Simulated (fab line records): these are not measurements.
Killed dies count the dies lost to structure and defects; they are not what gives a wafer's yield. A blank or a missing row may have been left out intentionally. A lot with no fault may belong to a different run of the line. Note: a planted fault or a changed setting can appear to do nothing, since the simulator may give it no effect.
fab line records -- flow n5Finfet
record lots=7, wafers=39
route steps=1938 shown DUMMY_GATE@220 HKMG_FIN@402 MOL_CONTACT_COAG@588
startH: hours from the record's opening day to when the first of the lot's shown wafers began -- waitH: hours since the lot's step before -- " identical to the entry in the row above -- L1.1+2: one row covering several wafers at once -- - value missing, or start not given -- * or withheld: withheld -- < > ~ a bound
route shown NAME@n: NAME is a module with steps in the file, n the number in the route of the first one -- usual: the fault-free wafers' mean and standard deviation -- same: alike in all rows -- chamber/n: place in a boat -- sites: readings site by site -- _std_site: how widely they spread, as a standard deviation -- _edge_site: outer sites' mean less inner sites' -- radiusMm: how far each site lies from the wafer's centre -- mask NAME#n: copy n -- behind: the last tool/chamber to shape the wafer -- hold: cause of the lot's hold/its duration in hours/its outcome -- device: transistor that didn't switch, given as n, p or np -- end of line: tests run on the same wafers once the route is complete -- where a step has no rows: the recipe by itself -- killed: count of dies lost to structure and defects at first sort (not the wafer's yield) -- map: per-die view of a wafer (x killed, . not killed, _ where there is no die)
set.NAME: the run value of the setting; set.NAME@STEP: its run value at that earlier step -- model.NAME: the simulator's own value behind a step, which no gauge read
one table per step and one row per wafer, for lots whose settings were changed on purpose
## steps
# step N5_DUMMY_GATE_HM_DEP_06
# recipe material=SiNx, targetThkA=800, precursor=DCS/NH3, tempC=700, pressureMtorr=300, timeS=5141
lot.wafer,tool,chamber,startH,waitH,set.targetThkA,model.SiNx_of_DUMMY_GATE_HM_DEP_06.thkNm
L076.1+5+6,-,-,-,0.0,800,77.8
L076.2,-,-,-,0.0,800,78.8
L076.3,-,-,-,0.0,800,78.2
L076.4,-,-,-,0.0,800,78
L086.1,-,-,-,0.0,800,79.6
L086.2,-,-,-,0.0,800,79.8
L086.3+5+6,-,-,-,0.0,800,80.4
L086.4,-,-,-,0.0,800,80.2
L087.1,-,-,-,0.0,722.5,72.8
L087.2,-,-,-,0.0,722.5,72.2
L087.3+4+5,-,-,-,0.0,722.5,72.6
L087.6,-,-,-,0.0,722.5,72.4
L089.1+2+4+6,-,-,-,0.0,711.8,70.8
L089.3,-,-,-,0.0,711.8,71
L089.5,-,-,-,0.0,711.8,71.4
L092.2,lpcvd-02,1/20,155.02,0.0,800,79.2
L092.3,lpcvd-02,1/25,155.02,0.0,800,79.4
L092.4,lpcvd-02,1/29,155.02,0.0,800,79
L094.1,-,-,-,0.0,800,79.4
L094.2,-,-,-,0.0,800,78.8
L094.3+4,-,-,-,0.0,800,79.2
L094.5+6,-,-,-,0.0,800,79
L095.1+4,-,-,-,0.0,843.9,83.8
L095.2,-,-,-,0.0,843.9,83.4
L095.3,-,-,-,0.0,843.9,84.2
L095.5,-,-,-,0.0,843.9,83.2
L095.6,-,-,-,0.0,843.9,84
# step N5_DUMMY_GATE_ETCH_37
# recipe chemistry=N2/H2, target=SOC, targetDepthA=600, overetchA=300, tempC=40, ionEnergyEv=200, pressureMtorr=30, sourceW=840, biasW=150, n2FlowSccm=200, h2FlowSccm=200
# usual rfVppV=525.2/2.8
lot.wafer,tool,chamber,startH,waitH,set.sourceW,rfVppV
L076.1,rieDiel-03,0,59.02,0.0,840,528.4
L076.2,rieDiel-03,1,59.02,0.0,840,526.9
L076.3,rieDiel-03,2,59.02,0.0,840,520.3
L076.4,rieDiel-03,3,59.02,0.0,840,524.8
L076.5,rieDiel-03,1,59.02,0.0,840,528.0
L076.6,rieDiel-03,0,59.02,0.0,840,529.3
L086.1,rieDiel-03,3,124.17,0.0,840,526.4
L086.2,rieDiel-03,1,124.17,0.0,840,528.0
L086.3,rieDiel-03,0,124.17,0.0,840,527.3
L086.4,rieDiel-03,2,124.17,0.0,840,521.6
L086.5,rieDiel-03,0,124.17,0.0,840,528.1
L086.6,rieDiel-03,1,124.17,0.0,840,528.6
L087.1,rieDiel-06,2,129.00,0.0,840,523.1
L087.2,rieDiel-06,3,129.00,0.0,840,528.7
L087.3,rieDiel-06,1,129.00,0.0,920.5,509.8
L087.4,rieDiel-06,0,129.00,0.0,840,522.3
L087.5,rieDiel-06,3,129.00,0.0,920.5,512.9
L087.6,rieDiel-06,0,129.00,0.0,920.5,508.0
L089.1,rieDiel-06,2,137.07,0.0,912.8,509.9
L089.2,rieDiel-06,0,137.07,0.0,912.8,509.2
L089.3,rieDiel-06,3,137.07,0.0,840,528.7
L089.4,rieDiel-06,1,137.07,0.0,912.8,512.4
L089.5,rieDiel-06,0,137.07,0.0,840,521.0
L089.6,rieDiel-06,1,137.07,0.0,840,524.0
L092.2,rieDiel-06,1,159.58,0.0,840,526.4
L092.3,rieDiel-06,0,159.58,0.0,840,522.2
L092.4,rieDiel-06,2,159.58,0.0,840,523.1
L094.1,rieDiel-03,0,167.59,0.0,932.3,509.8
L094.2,rieDiel-03,3,167.59,0.0,840,526.4
L094.3,rieDiel-03,1,167.59,0.0,840,527.8
L094.4,rieDiel-03,2,167.59,0.0,932.3,503.0
L094.5,rieDiel-03,3,167.59,0.0,840,525.7
L094.6,rieDiel-03,0,167.59,0.0,932.3,509.8
L095.1,rieDiel-03,2,173.25,0.0,985.7,493.0
L095.2,rieDiel-03,1,173.25,0.0,840,527.6
L095.3,rieDiel-03,0,173.25,0.0,840,528.7
L095.4,rieDiel-03,3,173.25,0.0,840,526.3
L095.5,rieDiel-03,2,173.25,0.0,985.7,495.0
L095.6,rieDiel-03,1,173.25,0.0,985.7,500.6
# step N5_DUMMY_GATE_ETCH_32
# recipe chemistry=CF4, target=SiO2, targetDepthA=35, timeS=3.9, ionEnergyEv=350, pressureMtorr=10, icpW=800, biasW=400, cf4FlowSccm=80
lot.wafer,tool,chamber,startH,waitH,set.timeS,model.etch.depthNm
L076.1,rieSi-05,3,59.55,0.1,3.9,3.471
L076.2,rieSi-05,2,59.55,0.1,3.022,2.665
L076.3,rieSi-05,1,59.55,0.1,3.022,2.679
L076.4,rieSi-05,0,59.55,0.1,3.9,3.472
L076.5,rieSi-05,0,59.55,0.1,3.022,2.693
L076.6,rieSi-05,1,59.55,0.1,3.9,3.451
L086.1,rieSi-02,2,124.89,0.1,3.9,3.687
L086.2,rieSi-02,3,124.89,0.1,3.9,3.54
L086.3,rieSi-02,1,124.89,0.1,3.9,3.5
L086.4,rieSi-02,0,124.89,0.1,3.9,3.516
L086.5,rieSi-02,3,124.89,0.1,3.9,3.555
L086.6,rieSi-02,0,124.89,0.1,3.9,3.472
L087.1,rieSi-05,1,129.52,0.1,3.9,3.452
L087.2,rieSi-05,0,129.52,0.1,4.557,4.038
L087.3,rieSi-05,2,129.52,0.1,4.557,3.998
L087.4,rieSi-05,1,129.52,0.1,3.9,3.465
L087.5,rieSi-05,2,129.52,0.1,4.557,4.019
L087.6,rieSi-05,0,129.52,0.1,3.9,3.442
L089.1,rieSi-05,1,137.72,0.1,4.33,3.887
L089.2,rieSi-05,0,137.72,0.1,3.9,3.473
L089.3,rieSi-05,2,137.72,0.1,4.33,3.84
L089.4,rieSi-05,1,137.72,0.1,3.9,3.512
L089.5,rieSi-05,0,137.72,0.1,4.33,3.892
L089.6,rieSi-05,2,137.72,0.1,3.9,3.469
L092.2,rieSi-05,2,160.10,0.1,3.9,3.406
L092.3,rieSi-05,1,160.10,0.1,3.9,3.453
L092.4,rieSi-05,3,160.10,0.1,3.9,3.477
L094.1,rieSi-05,3,168.35,0.1,3.9,3.482
L094.2,rieSi-05,0,168.35,0.1,3.9,3.48
L094.3,rieSi-05,2,168.35,0.1,3.9,3.447
L094.4,rieSi-05,1,168.35,0.1,3.9,3.452
L094.5,rieSi-05,1,168.35,0.1,3.9,3.459
L094.6,rieSi-05,2,168.35,0.1,3.9,3.45
L095.1,rieSi-06,0,173.78,0.1,3.9,3.5
L095.2,rieSi-06,1,173.78,0.1,3.9,3.583
L095.3,rieSi-06,2,173.78,0.1,3.56,3.095
L095.4,rieSi-06,3,173.78,0.1,3.56,3.166
L095.5,rieSi-06,0,173.78,0.1,3.9,3.496
L095.6,rieSi-06,1,173.78,0.1,3.56,3.281
# step N5_HKMG_FIN_ETCH_54
# recipe chemistry=CF4, target=SiARC, targetDepthA=455, maskMaterial=CAR-ArF, timeS=75.8, ionEnergyEv=80, pressureMtorr=40, sourceW=545, biasW=36, Ar_flow_sccm=100, cf4FlowSccm=100, ends=cleared
# usual rfVppV=183.8/1.2
lot.wafer,tool,chamber,startH,waitH,set.biasW,rfVppV
L076.1,rieDiel-04,1,85.46,0.0,36,186.3
L076.2,rieDiel-04,0,85.46,0.0,36,183.3
L076.3,rieDiel-04,3,85.46,0.0,36,183.3
L076.4,rieDiel-04,2,85.46,0.0,36,184.2
L076.5,rieDiel-04,0,85.46,0.0,36,183.8
L076.6,rieDiel-04,3,85.46,0.0,36,183.4
L086.1,rieDiel-02,3,149.36,0.0,36,185.1
L086.2,rieDiel-02,1,149.36,0.0,29.54,162.0
L086.3,rieDiel-02,0,149.36,0.0,36,183.3
L086.4,rieDiel-02,2,149.36,0.0,29.54,162.8
L086.5,rieDiel-02,1,149.36,0.0,29.54,161.8
L086.6,rieDiel-02,2,149.36,0.0,36,185.1
L087.1,rieDiel-05,2,153.54,0.0,36,184.4
L087.2,rieDiel-05,3,153.54,0.0,29.95,164.5
L087.3,rieDiel-05,1,153.54,0.0,29.95,162.3
L087.4,rieDiel-05,0,153.54,0.0,29.95,163.8
L087.5,rieDiel-05,2,153.54,0.0,36,184.0
L087.6,rieDiel-05,1,153.54,0.0,36,182.7
L089.1,rieDiel-04,3,164.44,0.0,36,182.3
L089.2,rieDiel-04,0,164.44,0.0,36,182.7
L089.3,rieDiel-04,2,164.44,0.0,36,183.4
L089.4,rieDiel-04,1,164.44,0.0,36,186.0
L089.5,rieDiel-04,3,164.44,0.0,36,183.0
L089.6,rieDiel-04,2,164.44,0.0,36,181.3
L092.2,rieDiel-04,2,184.92,0.0,36,183.1
L092.3,rieDiel-04,1,184.92,0.0,36,184.6
L092.4,rieDiel-04,3,184.92,0.0,36,182.9
L094.1,rieDiel-04,0,192.73,0.0,40.15,195.2
L094.2,rieDiel-04,3,192.73,0.0,40.15,196.4
L094.3,rieDiel-04,2,192.73,0.0,36,183.9
L094.4,rieDiel-04,1,192.73,0.0,36,185.3
L094.5,rieDiel-04,1,192.73,0.0,36,184.6
L094.6,rieDiel-04,2,192.73,0.0,40.15,195.8
L095.1,rieDiel-04,0,197.03,0.0,36,183.0
L095.2,rieDiel-04,3,197.03,0.0,36,183.9
L095.3,rieDiel-04,1,197.03,0.0,30.2,164.5
L095.4,rieDiel-04,2,197.03,0.0,30.2,164.0
L095.5,rieDiel-04,1,197.03,0.0,30.2,163.3
L095.6,rieDiel-04,0,197.03,0.0,36,182.4
# step N5_HKMG_FIN_ETCH_35
# recipe chemistry=N2/H2, target=SOC, targetDepthA=2158, ionEnergyEv=65, biasW=5, sourceW=3000, timeS=243.4, pressureMtorr=30, n2FlowSccm=200, h2FlowSccm=200
# usual rfVppV=141.5/1.1
lot.wafer,tool,chamber,startH,waitH,set.biasW,rfVppV,model.SOC_of_HKMG_FIN_COAT_29.thkNm,model.etch.depthNm,model.HKMG_FIN.featureDepthNm
L076.1,rieDiel-02,0,89.14,0.0,5.774,154.3,73.8,226,226
L076.2,rieDiel-02,1,89.14,0.0,5.774,155.3,70,229.3,229.2
L076.3,rieDiel-02,3,89.14,0.0,5.774,156.0,67,232,232
L076.4,rieDiel-02,2,89.14,0.0,5,142.9,82.8,216.4,216.4
L076.5,rieDiel-02,0,89.14,0.0,5,141.6,89.8,210.1,210
L076.6,rieDiel-02,1,89.14,0.0,5,142.2,85.4,213.7,213.6
L086.1,rieDiel-02,3,153.06,0.0,5,141.5,82.4,216.6,216.6
L086.2,rieDiel-02,0,153.06,0.0,5,140.9,85.2,214.4,214.4
L086.3,rieDiel-02,2,153.06,0.0,5.535,152.1,70.8,228.2,228.2
L086.4,rieDiel-02,1,153.06,0.0,5,141.0,83.8,216.1,216.2
L086.5,rieDiel-02,3,153.06,0.0,5.535,151.5,70.8,228,228
L086.6,rieDiel-02,2,153.06,0.0,5.535,152.6,68.6,230.1,230.2
L087.1,rieDiel-04,2,157.30,0.0,5,141.0,82,217.3,217.2
L087.2,rieDiel-04,1,157.30,0.0,5,141.9,85.4,214.6,214.6
L087.3,rieDiel-04,3,157.30,0.0,5,141.2,89,210.3,210.4
L087.4,rieDiel-04,0,157.30,0.0,5.937,156.8,67.6,231.4,231.4
L087.5,rieDiel-04,1,157.30,0.0,5.937,159.7,66.2,233.2,233.2
L087.6,rieDiel-04,2,157.30,0.0,5.937,160.6,64.4,235.4,235.4
L089.1,rieDiel-05,3,168.14,0.0,5,143.0,90,210.6,210.6
L089.2,rieDiel-05,2,168.14,0.0,5,143.2,84.2,215.5,215.6
L089.3,rieDiel-05,0,168.14,0.0,5,143.3,81.8,218.8,218.8
L089.4,rieDiel-05,1,168.14,0.0,5,141.0,87.4,212.8,212.8
L089.5,rieDiel-05,3,168.14,0.0,5,143.5,89.4,211.2,211.2
L089.6,rieDiel-05,2,168.14,0.0,5,141.6,84,216,216
L092.2,rieDiel-02,1,188.55,0.0,5,140.8,82.2,218,218
L092.3,rieDiel-02,0,188.55,0.0,5,140.9,88.4,212.1,212
L092.4,rieDiel-02,3,188.55,0.0,5,143.3,84,216.6,216.6
L094.1,rieDiel-05,3,196.85,0.0,5,142.3,91.2,209.3,209.2
L094.2,rieDiel-05,0,196.85,0.0,5,142.5,85,216,216
L094.3,rieDiel-05,2,196.85,0.0,5.378,148.4,79,221.4,221.4
L094.4,rieDiel-05,1,196.85,0.0,5.378,147.5,82.2,218,218
L094.5,rieDiel-05,0,196.85,0.0,5,141.8,87,214,214
L094.6,rieDiel-05,1,196.85,0.0,5.378,146.8,82.2,218.1,218
L095.1,rieDiel-02,3,200.60,0.0,4.301,127.0,97.8,202.6,202.6
L095.2,rieDiel-02,2,200.60,0.0,4.301,128.6,96.4,203.4,203.4
L095.3,rieDiel-02,1,200.60,0.0,4.301,128.5,96,203.4,203.4
L095.4,rieDiel-02,0,200.60,0.0,5,140.1,86.8,212.5,212.6
L095.5,rieDiel-02,0,200.60,0.0,5,140.3,88,212.1,212
L095.6,rieDiel-02,1,200.60,0.0,5,142.5,84,215.9,216
# step N5_MOL_CONTACT_COAG_ETCH_47
# recipe chemistry=CH3F/O2, target=SiNx, targetDepthA=270, maskMaterial=SiO2, stopOn=W, overEtchFrac=0.2, ionEnergyEv=120, endpoint=OES-CN, pressureMtorr=30, sourceW=395, biasW=73, Ar_flow_sccm=150, CH3F_flow_sccm=30, O2_flow_sccm=20, ends=endPoint
# usual etchRfOnTimeS=31.4/0.36
lot.wafer,tool,chamber,startH,waitH,set.sourceW,etchRfOnTimeS,model.etch.tClearS,model.etch.overEtchS
L076.1,rieDiel-05,1,115.43,0.0,395,31.3,26.06,5.212
L076.2,rieDiel-05,3,115.43,0.0,466.4,29.5,24.61,4.923
L076.3,rieDiel-05,2,115.43,0.0,395,31.0,25.84,5.168
L076.4,rieDiel-05,2,115.43,0.0,466.4,29.1,24.23,4.847
L076.5,rieDiel-05,1,115.43,0.0,466.4,29.3,24.45,4.89
L076.6,rieDiel-05,3,115.43,0.0,395,32.0,26.65,5.331
L086.1,rieDiel-04,1,175.64,0.0,395,31.4,26.15,5.23
L086.2,rieDiel-04,0,175.64,0.0,395,31.6,26.3,5.26
L086.3,rieDiel-04,2,175.64,0.0,395,31.0,25.85,5.17
L086.4,rieDiel-04,3,175.64,0.0,395,31.6,26.33,5.266
L086.5,rieDiel-04,2,175.64,0.0,395,30.8,25.69,5.139
L086.6,rieDiel-04,1,175.64,0.0,395,31.7,26.41,5.282
L087.1,rieDiel-04,3,183.18,0.0,395,31.7,26.42,5.284
L087.2,rieDiel-04,1,183.18,0.0,395,32.0,26.65,5.33
L087.3,rieDiel-04,2,183.18,0.0,395,31.6,26.31,5.262
L087.4,rieDiel-04,0,183.18,0.0,395,31.7,26.43,5.287
L087.5,rieDiel-04,3,183.18,0.0,395,31.9,26.58,5.316
L087.6,rieDiel-04,0,183.18,0.0,395,31.8,26.51,5.302
L089.1,rieDiel-02,0,193.66,0.0,446.7,30.0,24.99,4.998
L089.2,rieDiel-02,2,193.66,0.0,446.7,29.7,24.71,4.943
L089.3,rieDiel-02,1,193.66,0.0,446.7,29.5,24.57,4.914
L089.4,rieDiel-02,3,193.66,0.0,395,30.8,25.69,5.137
L089.5,rieDiel-02,0,193.66,0.0,395,31.1,25.96,5.192
L089.6,rieDiel-02,3,193.66,0.0,395,31.3,26.06,5.211
L092.2,rieDiel-02,3,212.58,0.0,395,31.1,25.93,5.185
L092.3,rieDiel-02,2,212.58,0.0,395,31.5,26.28,5.256
L092.4,rieDiel-02,0,212.58,0.0,395,31.7,26.45,5.291
L094.1,rieDiel-02,3,220.93,0.0,395,30.8,25.68,5.136
L094.2,rieDiel-02,2,220.93,0.0,395,31.6,26.33,5.267
L094.3,rieDiel-02,0,220.93,0.0,395,31.2,26.01,5.202
L094.4,rieDiel-02,1,220.93,0.0,395,30.9,25.74,5.148
L094.5,rieDiel-02,2,220.93,0.0,395,31.3,26.04,5.208
L094.6,rieDiel-02,1,220.93,0.0,395,31.1,25.9,5.18
L095.1,rieDiel-02,1,223.35,0.0,395,31.4,26.14,5.229
L095.2,rieDiel-02,2,223.35,0.0,395,31.8,26.54,5.309
L095.3,rieDiel-02,0,223.35,0.0,395,31.9,26.55,5.309
L095.4,rieDiel-02,3,223.35,0.0,395,31.3,26.11,5.222
L095.5,rieDiel-02,0,223.35,0.0,395,32.1,26.74,5.348
L095.6,rieDiel-02,1,223.35,0.0,395,31.3,26.07,5.214
## key
split step=N5_DUMMY_GATE_HM_DEP_06, setting=targetThkA, stated=800, by=lot
response step=N5_DUMMY_GATE_HM_DEP_06, reading=model.SiNx_of_DUMMY_GATE_HM_DEP_06.thkNm, change=+0.741, per=1%, r=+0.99
split step=N5_DUMMY_GATE_ETCH_37, setting=sourceW, stated=840, by=wafer
response step=N5_DUMMY_GATE_ETCH_37, reading=rfVppV, change=-1.72, per=1%, r=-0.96
split step=N5_DUMMY_GATE_ETCH_32, setting=timeS, stated=3.9, by=wafer
response step=N5_DUMMY_GATE_ETCH_32, reading=model.etch.depthNm, change=+0.0349, per=1%, r=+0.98
split step=N5_HKMG_FIN_ETCH_54, setting=biasW, stated=36, by=wafer
response step=N5_HKMG_FIN_ETCH_54, reading=rfVppV, change=+1.18, per=1%, r=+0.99
split step=N5_HKMG_FIN_ETCH_35, setting=biasW, stated=5, by=wafer
response step=N5_HKMG_FIN_ETCH_35, reading=rfVppV, change=+0.909, per=1%, r=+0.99
response step=N5_HKMG_FIN_ETCH_35, reading=model.SOC_of_HKMG_FIN_COAT_29.thkNm, change=-0.992, per=1%, r=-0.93
response step=N5_HKMG_FIN_ETCH_35, reading=model.etch.depthNm, change=+0.977, per=1%, r=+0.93
response step=N5_HKMG_FIN_ETCH_35, reading=model.HKMG_FIN.featureDepthNm, change=+0.977, per=1%, r=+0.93
split step=N5_MOL_CONTACT_COAG_ETCH_47, setting=sourceW, stated=395, by=wafer
response step=N5_MOL_CONTACT_COAG_ETCH_47, reading=etchRfOnTimeS, change=*, per=1%, r=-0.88
response step=N5_MOL_CONTACT_COAG_ETCH_47, reading=model.etch.tClearS, change=-0.0936, per=1%, r=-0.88
response step=N5_MOL_CONTACT_COAG_ETCH_47, reading=model.etch.overEtchS, change=-0.0187, per=1%, r=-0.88
